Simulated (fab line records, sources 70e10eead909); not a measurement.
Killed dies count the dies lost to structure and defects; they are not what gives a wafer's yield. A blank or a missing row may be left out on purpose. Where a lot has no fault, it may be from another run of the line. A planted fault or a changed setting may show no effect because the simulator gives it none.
Chamber matching / flow nand harc / NHARC_A_CHANNEL_FILL_D1_ALD_14 on ald hk-03 has 4 sister chambers
The step deposits SiO2, target thk 2.5 nm, pulse time 10 s, ald cycles 25. 4 wafers are shown with their chamber, then 8 later ones without.

== WAFERS PAIRED WITH THEIR CHAMBERS ==
wafer=L088.1; chamber=0; heater power w (W)=500
wafer=L088.2; chamber=1; heater power w (W)=514
wafer=L088.6; chamber=3; heater power w (W)=460
wafer=L091.3; chamber=2; heater power w (W)=343

== WAFERS WITH NO CHAMBER GIVEN ==
wafer=L091.4; heater power w (W)=475
wafer=L091.5; heater power w (W)=349
wafer=L094.1; heater power w (W)=538
wafer=L094.4; heater power w (W)=487
wafer=L094.6; heater power w (W)=492
wafer=L093.4; heater power w (W)=475
wafer=L093.5; heater power w (W)=456
wafer=L093.6; heater power w (W)=491

== WHICH CHAMBER EACH ONE RAN IN ==
wafer=L091.4; from the rows above=can't be placed: 3 or 0 or 1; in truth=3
wafer=L091.5; from the rows above=2; in truth=2
wafer=L094.1; from the rows above=can't be placed: 1 or 0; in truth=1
wafer=L094.4; from the rows above=can't be placed: 0 or 1 or 3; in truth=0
wafer=L094.6; from the rows above=can't be placed: 0 or 1 or 3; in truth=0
wafer=L093.4; from the rows above=can't be placed: 3 or 0 or 1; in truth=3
wafer=L093.5; from the rows above=3; in truth=3
wafer=L093.6; from the rows above=can't be placed: 0 or 1 or 3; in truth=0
2 of 8 placed correctly. From these rows, 6 cannot be placed; in 6 the true chamber is one of the candidates. Number placed wrongly: 0.
How it was worked out, from the rows above alone: a wafer's distance from a chamber is the root of the sum, over the readings, of the square of ((its reading less the chamber's mean) divided by the reading's scatter). The wafer belongs to the nearest chamber; if the next one is less than 2 further off, it can't be placed. For every chamber, the mean is computed from those of its wafers that are shown. The scatter: with one shown wafer a chamber, the root of the mean of the squares of how far each hidden wafer lies from its nearest shown one.
